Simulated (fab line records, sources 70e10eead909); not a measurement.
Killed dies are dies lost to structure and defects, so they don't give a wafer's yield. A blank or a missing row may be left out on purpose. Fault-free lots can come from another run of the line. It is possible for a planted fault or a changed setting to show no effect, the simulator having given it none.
fab line records | flow nand_harc | part 1 of 2: steps 1 to 26 of 35
record: lots: 5 wafers: 15 last_day: 32
route steps=1302 shown A_WL_FILL@974 A_CONTACT@983
lots that met no fault: from a run of the same line without faults
start_h: hours from the record's first day to the start of the lot's first wafer shown | wait_h: hours elapsed since this lot's preceding step | " same as the row above | L1.1+2: several wafers, shown together as one row | - no value, or no start given | * or withheld: withheld | < > ~ a bound
route shown NAME@n: a module of which the file shows steps, and the number in the route of the first | usual: the fault-free wafers' mean and standard deviation | same: alike in all rows | chamber/n: place in a boat | sites: readings site by site | _std_site: standard deviation of those values | _edge_site: outer sites' mean less inner sites' | radius_mm: for every site, how far away it sits from the centre of the wafer | mask NAME#n: copy n | behind: the tool/chamber that last shaped the wafer | hold: what put the lot on hold/how long, in hours/how the hold closed | device: transistor that didn't switch, given as n, p or np | end of line: the same wafers' tests at the end of the route | for a step that has no rows: nothing shown but its recipe | killed: at the first sort, the dies lost to defects and structure; wafer yield is something else | map: a wafer's dies, x killed, . not, _ none there
set.NAME: the setting as run; set.NAME@STEP: as run at that earlier step | model.NAME: the simulator's own value behind a step, which no gauge read
lots seen at some steps along the route; tables by step, rows by wafer
services: a tool's chamber out of use, with start hour (start_h, from the record's first day; less than 0 if before it), hours out, and reason
== steps ==
step: NHARC_A_WL_FILL_SRD_14
columns lot.wafer tool chamber start_h wait_h
L077.2+3+6 wet_bench-07 3,5,6 501.89 0.0
L080.6+3+4 wet_bench-07 4,5,7 552.32 0.0
L086.2+1+3 wet_bench-07 1,2,6 589.99 0.0
L091.4+2+5 wet_bench-01 0,2,3 657.35 0.0
L094.6+2+5 wet_bench-01 1,3,4 690.93 0.0
step: NHARC_A_WL_FILL_ALD_19
recipe: target_thk_a: 20 pulse_time_s: 3 ald_cycles: 100 temp_c: 450 material: TiN
usual: heater_power_w: 1079/93 precursor_pulse_height_rel: 1.004/0.017
columns lot.wafer tool chamber start_h wait_h heater_power_w precursor_pulse_height_rel
L077.2 ald_metal-02 3 502.03 0.1 1038 1.009
L077.3 " 0 " " 1084 1.002
L077.6 " 1 " " 1138 1.012
L080.3 ald_metal-02 3 552.42 0.1 1041 1.013
L080.4 " 0 " " 1094 0.964
L080.6 " 0 " " 1087 1.014
L086.1 ald_metal-03 0 590.09 0.1 1136 1.001
L086.2 " 2 " " 1202 1.002
L086.3 " 3 " " 1010 1.031
L091.4 ald_metal-03 3 657.47 0.1 1010 0.995
L091.2 " 1 " " 969 0.996
L091.5 " 3 " " 1015 0.990
L094.2 ald_metal-04 1 691.09 0.2 948 0.982
L094.6 " 2 " " 983 1.006
L094.5 " 3 " " 1130 1.007
step: NHARC_A_WL_FILL_CVD_20
recipe: target_thk_a: 1000 temp_c: 400 pressure_torr: 40 wf6_flow_sccm: 40 h2_flow_sccm: 1600 ar_flow_sccm: 1560 time_s: 74 material: W
usual: heater_power_w: 877/130 throttle_valve_pct: 8.0/0.33
columns lot.wafer tool chamber start_h wait_h heater_power_w throttle_valve_pct
L077.2 cvd_w-01 1 - - 1028 7.6
L077.3 " 0 " " 980 8.3
L077.6 " 1 " " 999 7.7
L080.3 cvd_w-02 1 - - 807 8.5
L080.4 " 0 " " 724 7.9
L080.6 " 1 " " 802 8.6
L086.1 cvd_w-02 1 - - 801 8.5
L086.2 " 0 " " 727 8.3
L086.3 " 1 " " 813 8.6
L091.2 cvd_w-02 0 - - 705 8.1
L091.4 " 0 " " 728 7.8
L091.5 " 0 " " 720 7.6
L094.2 cvd_w-02 1 - - 809 8.2
L094.6 " 0 " " 730 7.8
L094.5 " 1 " " 804 7.8
step: NHARC_A_WL_FILL_CMP_12
recipe: t_overpolish_s: 30 target_thk_nm: 100
usual: motor_current_A: 12.0/1.2 overpolish_run_s: 30.000/0.0098 pad_life_wafers: 234/110 time_to_endpoint_s: 20.0/2.8
columns lot.wafer tool chamber start_h wait_h motor_current_A overpolish_run_s pad_life_wafers time_to_endpoint_s
L077.3 cmp-02 2 502.36 0.1 12.1 30.001 318 22.0
L077.2 " 1 " " 13.8 30.004 321 19.2
L077.6 " 2 " " 12.7 30.014 - 25.7
L080.4 cmp-02 2 552.83 0.1 11.7 29.992 115 16.8
L080.3 " 0 " " 12.2 30.025 117 15.1
L080.6 " 1 " " 14.0 30.014 - 13.1
L086.3 cmp-04 1 590.47 0.1 11.5 30.001 270 14.9
L086.1 " 2 " " 11.0 30.002 271 16.8
L086.2 " 3 " " 12.9 30.005 272 17.4
L091.2 cmp-01 0 657.83 0.1 9.3 29.987 234 21.4
L091.4 " 2 " " 11.2 30.013 236 21.0
L091.5 " 1 " " 12.3 29.997 - 21.1
L094.2 cmp-01 1 691.41 0.1 12.6 30.015 354 23.2
L094.5 " 1 " " 12.3 30.013 - 24.1
L094.6 " 2 " " 12.5 29.986 - 22.9
step: NHARC_A_WL_FILL_SRD_31
columns lot.wafer tool chamber start_h wait_h
L077.3+6+2 wet_bench-07 5,0,1 502.69 0.0
L080.4+6+3 wet_bench-01 3,4,5 553.13 0.0
L086.3+2+1 wet_bench-01 0,2,3 590.80 0.0
L091.5+4+2 wet_bench-06 4,5,7 658.15 0.0
L094.2+6+5 wet_bench-06 3,5,6 691.73 0.0
step: NHARC_A_WL_FILL_INSPECT_15
usual: raw_defect_count: 510/120
columns lot.wafer tool chamber start_h wait_h raw_defect_count
L077.2 defect_inspect-01 - 502.83 0.0 470
L077.3 " - " " 516
L077.6 " - " " 402
L080.3 defect_inspect-02 - 553.29 0.0 626
L080.4 " - " " 515
L080.6 " - " " 682
L086.1 defect_inspect-02 - 590.93 0.0 473
L086.2 " - " " 425
L086.3 " - " " 372
L091.2 defect_inspect-01 - 658.29 0.0 453
L091.4 " - " " 800
L091.5 " - " " 355
L094.2 defect_inspect-01 - 691.87 0.0 426
L094.5 " - " " 416
L094.6 " - " " 622
step: NHARC_A_CONTACT_DEP_24
recipe: target_thk_a: 5000 temp_c: 400 pressure_torr: 6.5 rf_w: 900 teos_flow_sccm: 161.4 flow_sccm: 2650 target_thk_nm: 500 gas: O2 material: SiO2
usual: flow_sccm: 2649/8 heater_power_w: 535/100 throttle_valve_pct: 15.8/0.63
columns lot.wafer tool chamber start_h wait_h flow_sccm heater_power_w throttle_valve_pct
L077.2 pecvd-02 2 502.90 0.1 2650 525 15.1
L077.3 " 0 " " 2652 645 16.3
L077.6 " 0 " " 2655 647 16.2
L080.3 pecvd-02 1 553.36 0.1 2655 485 16.9
L080.4 " 1 " " 2660 528 17.0
L080.6 " 2 " " 2642 399 15.1
L086.1 pecvd-03 0 591.00 0.1 2647 384 15.3
L086.2 " 1 " " 2647 606 15.8
L086.3 " 2 " " 2645 564 14.5
L091.2 pecvd-02 1 658.36 0.1 2673 548 16.8
L091.5 " 1 " " 2662 563 16.9
L091.4 " 0 " " 2635 592 15.7
L094.2 pecvd-02 2 692.00 0.1 2645 504 15.4
L094.6 " 2 " " 2647 538 15.4
L094.5 " 0 " " 2650 558 15.9
step: NHARC_A_CONTACT_DEP_28
recipe: target_thk_a: 70000 temp_c: 400 material: aC
usual: throttle_valve_pct: 35.000/0.0088
columns lot.wafer tool chamber start_h wait_h throttle_valve_pct
L077.2 acl_dep-01 0 504.20 0.8 34.990
L077.3 " 0 " " 35.002
L077.6 " 0 506.98 3.5 35.012
L080.3 acl_dep-02 0 557.28 3.4 34.999
L080.4 " 0 " " 35.001
L080.6 " 0 559.36 5.4 34.983
L086.1 acl_dep-02 0 592.12 0.6 35.010
L086.2 " 0 " " 34.994
L086.3 " 0 " " 34.995
L091.2 acl_dep-02 0 659.65 0.7 34.986
L091.4 " 0 661.04 2.1 35.009
L091.5 " 0 " " 35.010
L094.2 acl_dep-01 0 693.50 1.0 34.993
L094.5 " 0 695.64 3.1 34.991
L094.6 " 0 " " 34.998
step: NHARC_A_CONTACT_DEP_29
recipe: target_thk_a: 1000 target_thk_nm: 100 temp_c: 400 pressure_torr: 3.5 flow_sccm: 200 rf_w: 350 material: SiON
usual: heater_power_w: 729/86
columns lot.wafer tool chamber start_h wait_h heater_power_w
L077.2 pecvd-03 0 507.70 2.8 588
L077.3 " 2 " " 909
L077.6 " 1 " " 692
L080.3 pecvd-02 2 560.07 2.1 690
L080.4 " 2 " " 679
L080.6 " 0 " " 749
L086.1 pecvd-03 1 596.36 3.5 746
L086.2 " 2 " " 763
L086.3 " 0 " " 494
L091.2 pecvd-02 2 663.16 2.8 757
L091.4 " 1 " " 744
L091.5 " 2 " " 766
L094.2 pecvd-02 0 697.08 2.9 822
L094.5 " 0 " " 870
L094.6 " 2 " " 640
step: NHARC_A_CONTACT_DEHYDRATE_32
recipe: temp_c: 150 time_s: 120
columns lot.wafer tool chamber start_h wait_h
L077.2+3+6 litho_track-06 0 507.97 0.2
L080.3+4+6 litho_track-04 0 560.34 0.2
L086.1+2+3 litho_track-04 0 596.63 0.2
L091.2+4+5 litho_track-06 0 663.40 0.2
L094.2+5+6 litho_track-04 0 697.44 0.3
step: NHARC_A_CONTACT_HMDS_33
recipe: time_s: 30
columns lot.wafer tool chamber start_h wait_h
L077.2+3+6 litho_track-06 0 - -
L080.3+4+6 litho_track-04 0 - -
L086.1+2+3 litho_track-04 0 - -
L091.2+4+5 litho_track-06 0 - -
L094.2+5+6 litho_track-04 0 - -
step: NHARC_A_CONTACT_COAT_34
recipe: temp_c: 260 time_s: 75
columns lot.wafer tool chamber start_h wait_h
L077.2+3+6 litho_track-06 0 - -
L080.3+4+6 litho_track-04 0 - -
L086.1+2+3 litho_track-04 0 - -
L091.2+4+5 litho_track-06 0 - -
L094.2+5+6 litho_track-04 0 - -
step: NHARC_A_CONTACT_COAT_35
recipe: temp_c: 225 time_s: 65
columns lot.wafer tool chamber start_h wait_h
L077.2+3+6 litho_track-06 0 - -
L080.3+4+6 litho_track-04 0 - -
L086.1+2+3 litho_track-04 0 - -
L091.2+4+5 litho_track-06 0 - -
L094.2+5+6 litho_track-04 0 - -
step: NHARC_A_CONTACT_COAT_36
recipe: spin_rpm: 1500 resist_thk_nm: 90
usual: dispense_pressure_kPa: 43.6/2.5
columns lot.wafer tool chamber start_h wait_h dispense_pressure_kPa
L077.2 litho_track-06 0 - - 40.6
L077.3 " 0 " " 40.5
L077.6 " 0 " " 40.6
L080.3 litho_track-04 0 - - 46.0
L080.4 " 0 " " 45.9
L080.6 " 0 " " 46.0
L086.1 litho_track-04 0 - - 46.0
L086.2 " 0 " " 45.9
L086.3 " 0 " " 46.0
L091.2 litho_track-06 0 - - 40.6
L091.4 " 0 " " 40.5
L091.5 " 0 " " 40.5
L094.2 litho_track-04 0 - - 46.0
L094.5 " 0 " " 46.0
L094.6 " 0 " " 45.9
step: NHARC_A_CONTACT_SOFTBAKE_37
recipe: temp_c: 105 time_s: 55
columns lot.wafer tool chamber start_h wait_h
L077.2+3+6 litho_track-06 0 - -
L080.3+4+6 litho_track-04 0 - -
L086.1+2+3 litho_track-04 0 - -
L091.2+4+5 litho_track-06 0 - -
L094.2+5+6 litho_track-04 0 - -
step: NHARC_A_CONTACT_EBR_38
columns lot.wafer tool chamber start_h wait_h
L077.2+3+6 litho_track-06 0 - -
L080.3+4+6 litho_track-04 0 - -
L086.1+2+3 litho_track-04 0 - -
L091.2+4+5 litho_track-06 0 - -
L094.2+5+6 litho_track-04 0 - -
step: NHARC_A_CONTACT_EXPOSE_39
recipe: na: 1.35 sigma_outer: 0.8 dose_mj: 58.79 mask_id: A_CC_3
columns lot.wafer tool chamber start_h wait_h mask
L077.2+3+6 arfi_scanner-02 0 508.28 - A_CC_3#0
L080.3+4+6 arfi_scanner-01 0 560.66 - A_CC_3#0
L086.1+2+3 arfi_scanner-02 0 596.82 - A_CC_3#0
L091.2+4+5 arfi_scanner-03 0 663.72 - A_CC_3#0
L094.2+5+6 arfi_scanner-02 0 697.75 - A_CC_3#0
step: NHARC_A_CONTACT_PEB_40
recipe: peb_temp_c: 100 peb_time_s: 65
columns lot.wafer tool chamber start_h wait_h
L077.2+3+6 litho_track-04 0 508.34 0.1
L080.3+4+6 litho_track-01 0 560.71 0.0
L086.1+2+3 litho_track-01 0 596.88 0.1
L091.2+4+5 litho_track-06 0 663.78 0.1
L094.2+5+6 litho_track-01 0 697.81 0.1
step: NHARC_A_CONTACT_DEVELOP_41
recipe: develop_time_s: 35 dev_temp_c: 23
columns lot.wafer tool chamber start_h wait_h
L077.2+3+6 litho_track-04 0 - -
L080.3+4+6 litho_track-01 0 - -
L086.1+2+3 litho_track-01 0 - -
L091.2+4+5 litho_track-06 0 - -
L094.2+5+6 litho_track-01 0 - -
step: NHARC_A_CONTACT_CD_MEAS_42
recipe: target_cd_nm: 300 landing_energy_ev: 500
usual: cd_nm: 300.1/0.52
columns lot.wafer tool chamber start_h wait_h cd_nm
L077.2 cd_sem-02 0 508.42 - 300.1
L077.3 " 0 " " 300.5
L077.6 " 0 " " 299.7
L080.3 cd_sem-01 0 560.79 - 299.7
L080.4 " 0 " " 300.1
L080.6 " 0 " " 300.5
L086.1 cd_sem-01 0 596.96 - 299.7
L086.2 " 0 " " 300.0
L086.3 " 0 " " 300.7
L091.2 cd_sem-03 0 663.86 - 300.5
L091.4 " 0 " " 299.8
L091.5 " 0 " " 299.9
L094.2 cd_sem-03 0 697.89 - 299.7
L094.5 " 0 " " 299.8
L094.6 " 0 " " 300.2
step: NHARC_A_CONTACT_OVL_MEAS_43
usual: overlay_x_nm: 0.0/0.82 overlay_y_nm: -0.2/0.89
columns lot.wafer tool chamber start_h wait_h overlay_x_nm overlay_y_nm
L077.2 overlay-02 - 508.51 - 1.3 1.8
L077.3 " - " " 1.5 1.3
L077.6 " - " " 0.9 1.2
L080.3 overlay-02 - 560.88 - -0.7 -0.7
L080.4 " - " " -1.5 -0.4
L080.6 " - " " -1.8 -0.4
L086.1 overlay-02 - 597.05 - -1.4 -0.5
L086.2 " - " " -0.6 -0.6
L086.3 " - " " -0.8 -0.6
L091.2 overlay-02 - 663.94 - -2.1 1.1
L091.4 " - " " -1.8 0.9
L091.5 " - " " -2.1 0.3
L094.2 overlay-01 - 697.98 - 0.3 -0.1
L094.5 " - " " 0.3 1.1
L094.6 " - " " -0.1 0.7
step: NHARC_A_CONTACT_INSPECT_44
usual: raw_defect_count: 84/38
columns lot.wafer tool chamber start_h wait_h raw_defect_count
L077.2 defect_inspect-02 - 508.54 0.0 107
L077.3 " - " " 119
L077.6 " - " " 100
L080.3 defect_inspect-02 - 560.91 0.0 72
L080.4 " - " " 55
L080.6 " - " " 58
L086.1 defect_inspect-01 - 597.08 0.0 71
L086.2 " - " " 110
L086.3 " - " " 85
L091.2 defect_inspect-01 - 663.98 0.0 28
L091.4 " - " " 22
L091.5 " - " " 17
L094.2 defect_inspect-01 - 698.01 0.0 70
L094.5 " - " " 85
L094.6 " - " " 74
step: NHARC_A_CONTACT_DESCUM_47
recipe: time_s: 3 o2_flow_sccm: 200 ar_flow_sccm: 0 bias_power_w: 0 chemistry: O2
usual: drypump_motor_current_A: 5.8/0.46 oes_product_au: 1.001/0.0096 rf_vpp_V: 57.7/0.88 showerhead_plenum_p_Torr: 1.88/0.086 throttle_valve_pct: 11.310/0.0087
columns lot.wafer tool chamber start_h wait_h drypump_motor_current_A oes_product_au rf_hours_counter_h rf_vpp_V showerhead_plenum_p_Torr throttle_valve_pct
L077.2 rie_diel-12 3 508.62 0.1 6.4 1.005 7 57.7 1.89 11.314
L077.3 " 0 " " 5.6 0.997 7 57.5 1.77 11.316
L077.6 " 2 " " 5.2 1.014 - 57.8 1.91 11.304
L080.3 rie_diel-12 3 560.98 0.1 6.4 0.988 18 57.3 1.88 11.309
L080.4 " 1 " " 6.4 0.991 19 58.0 1.84 11.309
L080.6 " 2 " " 5.2 1.007 - 57.1 1.91 11.318
L086.3 rie_diel-12 0 597.16 0.1 5.6 0.997 26 57.1 1.76 11.315
L086.1 " 1 " " 6.4 0.999 25 57.7 1.83 11.322
L086.2 " 3 " " 6.4 1.007 25 57.3 1.88 11.313
L091.2 rie_diel-12 2 664.05 0.1 5.2 1.005 5 57.6 1.91 11.306
L091.4 " 0 " " 5.6 0.996 6 59.6 2.07 11.299
L091.5 " 2 " " 5.2 0.998 - 57.0 1.91 11.291
L094.2 rie_diel-10 2 698.08 0.1 5.3 0.994 32 58.8 2.05 11.314
L094.5 " 2 " " 5.3 0.999 - 57.6 2.05 11.311
L094.6 " 3 " " 6.0 1.008 - 57.2 1.80 11.294
step: NHARC_A_CONTACT_ETCH_48
recipe: target_depth_a: 390 over_etch_frac: 0.3 time_s: 65 ion_energy_ev: 80 cf4_flow_sccm: 150 ar_flow_sccm: 0 rf_w: 300 bias_w: 100 chemistry: CF4
usual: drypump_motor_current_A: 5.8/0.45 oes_product_au: 1.001/0.0083 rf_vpp_V: 150.8/1.3 showerhead_plenum_p_Torr: 1.74/0.077 throttle_valve_pct: 13.284/0.0086
columns lot.wafer tool chamber start_h wait_h drypump_motor_current_A oes_product_au rf_hours_counter_h rf_vpp_V showerhead_plenum_p_Torr throttle_valve_pct
L077.3 rie_diel-12 3 508.69 0.1 6.4 1.006 7 151.1 1.75 13.277
L077.2 " 1 " " 6.4 1.008 7 151.3 1.71 13.286
L077.6 " 0 " " 5.6 0.988 - 150.1 1.64 13.283
L080.4 rie_diel-12 1 561.06 0.1 6.4 1.001 19 148.8 1.70 13.271
L080.3 " 3 " " 6.4 0.995 18 150.4 1.74 13.281
L080.6 " 2 " " 5.2 0.993 - 150.5 1.77 13.292
L086.3 rie_diel-12 2 597.25 0.1 5.1 1.002 20 152.8 1.77 13.287
L086.2 " 3 " " 6.4 0.997 25 150.5 1.74 13.283
L086.1 " 0 " " 5.6 0.994 26 149.1 1.64 13.285
L091.4 rie_diel-12 2 664.13 0.1 5.2 1.021 5 149.9 1.76 13.287
L091.2 " 3 " " 6.4 0.995 5 151.9 1.74 13.282
L091.5 " 1 " " 6.4 1.003 - 149.7 1.70 13.276
L094.2 rie_diel-10 0 698.17 0.1 5.6 1.005 41 149.8 1.73 13.288
L094.6 " 2 " " 5.3 0.989 - 153.0 1.88 13.298
L094.5 " 3 " " 6.0 1.009 - 150.6 1.68 13.289
step: NHARC_A_CONTACT_ETCH_49
recipe: target_depth_a: 2600 over_etch_frac: 0.3 time_s: 475.3 ion_energy_ev: 200 n2_flow_sccm: 150 h2_flow_sccm: 150 ar_flow_sccm: 0 rf_w: 400 bias_w: 150 chemistry: N2/H2
usual: drypump_motor_current_A: 5.8/0.44 oes_product_au: 1.001/0.0084 rf_vpp_V: 429.5/2.9 showerhead_plenum_p_Torr: 2.01/0.097 throttle_valve_pct: 14.170/0.0098
columns lot.wafer tool chamber start_h wait_h drypump_motor_current_A oes_product_au rf_hours_counter_h rf_vpp_V showerhead_plenum_p_Torr throttle_valve_pct
L077.2 rie_diel-12 0 - - 5.6 0.997 7 426.1 1.88 14.152
L077.3 " 2 " " 5.2 1.013 7 430.9 2.04 14.157
L077.6 " 1 " " 6.4 1.006 - 428.8 1.96 14.184
L080.4 rie_diel-12 3 - - 6.4 1.001 18 429.9 2.01 14.174
L080.3 " 0 " " 5.6 1.002 19 426.7 1.88 14.171
L080.6 " 3 " " 6.4 1.005 - 429.5 2.01 14.176
L086.1 rie_diel-12 2 - - 5.2 0.997 20 431.4 2.04 14.169
L086.2 " 3 " " 6.4 0.999 25 429.8 2.00 14.167
L086.3 " 1 " " 6.4 1.006 25 428.3 1.95 14.161
L091.4 rie_diel-12 3 - - 6.4 0.992 5 428.8 2.00 14.163
L091.2 " 2 " " 5.2 1.004 5 429.9 2.03 14.153
L091.5 " 0 " " 5.6 1.007 - 436.6 2.22 14.160
L094.2 rie_diel-10 3 - - 6.0 1.013 39 426.0 1.92 14.175
L094.5 " 3 " " 6.0 1.016 - 426.2 1.92 14.177
L094.6 " 0 " " 5.6 1.008 - 429.1 1.99 14.182
step: NHARC_A_CONTACT_ETCH_50
recipe: target_depth_a: 1210 time_s: 60.5 cf4_flow_sccm: 100 chf3_flow_sccm: 30 ar_flow_sccm: 0 rf_w: 500 bias_w: 200 chemistry: CF4/CHF3
usual: chf3_flow_sccm: 30.00/0.091 drypump_motor_current_A: 5.8/0.46 oes_product_au: 0.951/0.024 rf_vpp_V: 369.8/2.4 showerhead_plenum_p_Torr: 1.55/0.068 throttle_valve_pct: 16.802/0.0089
columns lot.wafer tool chamber start_h wait_h chf3_flow_sccm drypump_motor_current_A oes_product_au rf_hours_counter_h rf_vpp_V showerhead_plenum_p_Torr throttle_valve_pct
L077.3 rie_diel-12 3 - - 30.17 6.4 0.969 7 369.9 1.55 16.803
L077.2 " 1 " " 29.85 6.4 0.949 8 368.0 1.52 16.800
L077.6 " 3 " " 30.27 6.4 0.978 - 368.9 1.55 16.810
L080.3 rie_diel-12 2 - - 30.10 5.2 0.969 14 369.3 1.57 16.805
L080.4 " 3 " " 30.02 6.4 0.966 19 371.0 1.55 16.798
L080.6 " 1 " " 30.01 6.4 0.972 - 368.3 1.51 16.812
L086.2 rie_diel-12 3 - - 30.06 6.4 0.980 26 368.5 1.55 16.797
L086.3 " 0 " " 30.05 5.6 0.961 27 366.5 1.46 16.807
L086.1 " 2 " " 29.91 5.2 0.980 20 370.9 1.57 16.798
L091.2 rie_diel-12 2 - - 29.90 5.2 0.963 5 371.3 1.57 16.791
L091.4 " 3 " " 29.86 6.4 0.965 5 370.3 1.55 16.797
L091.5 " 3 " " 30.03 6.4 0.963 - 368.6 1.55 16.806
L094.2 rie_diel-10 1 - - 30.01 5.5 0.929 36 368.6 1.55 16.787
L094.5 " 2 " " 29.96 5.3 0.919 - 373.0 1.68 16.809
L094.6 " 3 " " 29.89 6.0 0.934 - 367.9 1.49 16.793
